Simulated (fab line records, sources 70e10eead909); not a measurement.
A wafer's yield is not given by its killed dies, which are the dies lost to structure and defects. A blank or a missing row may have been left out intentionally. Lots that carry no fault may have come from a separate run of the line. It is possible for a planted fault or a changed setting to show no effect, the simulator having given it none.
A struck lot beside a sound one    flow nand harc    13 steps out of a route of 1302
Sound: wafers L928.1, L928.2, L928.3. Struck: wafers L934.2, L934.4, L934.5. Last of all comes the cause.
At each step with rows: each side's tool, then ch and its chambers, then its first start. Under that, the readings that differ: sound wafers    struck wafers    difference of the means    sigmas: that difference in standard deviations of wafers without a fault.
alike: same words and numbers on both sides, and readings whose means sit less than 2 such deviations apart. not compared: any withheld reading, any reading some wafer has no value for, any bound like >300 that may hide the same value, and any number with overlapping values for which the record gives no deviation.
Wherever a step has rows on one side only, a row that says differs or no value, or a row with sigmas, the two part there. Numbers that don't overlap but have no deviation are shown without sigmas and don't part them. A reading missing from all wafers of one side parts the sides only when that side holds two or more wafers.

first, 9 steps without rows for these wafers: NHARC_A_STAIRCASE_DEHYDRATE_01 (time 120 s); NHARC_A_STAIRCASE_HMDS_02 (time 30 s); NHARC_A_STAIRCASE_COAT_03; NHARC_A_STAIRCASE_SOFTBAKE_04 (time 170 s); NHARC_A_STAIRCASE_EBR_05; NHARC_A_STAIRCASE_EXPOSE_06 (exposes mask STAIR); NHARC_A_STAIRCASE_PEB_07 (peb time 130 s); NHARC_A_STAIRCASE_DEVELOP_08 (time 140 s); NHARC_A_STAIRCASE_HARDBAKE_10 (time 140 s).
NHARC_A_STAIRCASE_DESCUM_11: chemistry O2, time 3 s.
  sound on rie diel-04 ch 0,2,3, day 16 13:51; struck on rie diel-13 ch 0,2,3, day 18 10:34
  alike: chamber pressure mTorr, drypump motor current A, oes product au, rf vpp V, showerhead plenum p Torr, throttle valve pct
  not compared: rf hours counter h
NHARC_A_STAIRCASE_TRIM_12: chemistry O2, time 211.2 s.
  sound on rie diel-04 ch 0,1,2, day 16 13:57; struck on rie diel-13 ch 0,2,3, day 18 10:38
  alike: chamber pressure mTorr, drypump motor current A, oes product au, rf vpp V, showerhead plenum p Torr, throttle valve pct
  not compared: rf hours counter h
NHARC_A_STAIRCASE_ETCH_13: etches the open film in C4F8/O2, target depth 100 nm, time 40.5 s.
  sound on rie diel-04 ch 0,1,2, day 16 14:05; struck on rie diel-13 ch 0,1,3, day 18 10:48
reading                sound              struck             difference  sigmas
oes product au (a.u.)  0.968 0.926 0.932  1.021 1.067 1.055  +0.106      +7
rf fwd power W (W)     592.6 597.2 590.3  688.9 691.8 686.5  +95.7       +40
  alike: bias w, chamber pressure mTorr, rf vpp V
  not compared: rf hours counter h
NHARC_A_STAIRCASE_TRIM_14: chemistry O2, time 211.2 s.
  sound on rie diel-04 ch 1,2,3; struck on rie diel-13 ch 0,1,2
  alike: chamber pressure mTorr, drypump motor current A, oes product au, rf vpp V, showerhead plenum p Torr, throttle valve pct
  not compared: rf hours counter h

WHERE THEY PART
At NHARC_A_STAIRCASE_ETCH_13 and nowhere else, as far as this record goes. Later steps at which nothing parts them and some readings are alike: NHARC_A_STAIRCASE_TRIM_14.

WHY: whatever the simulator had introduced
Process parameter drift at NHARC_A_STAIRCASE_ETCH_13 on rie diel-13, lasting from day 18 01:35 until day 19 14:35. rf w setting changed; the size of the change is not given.
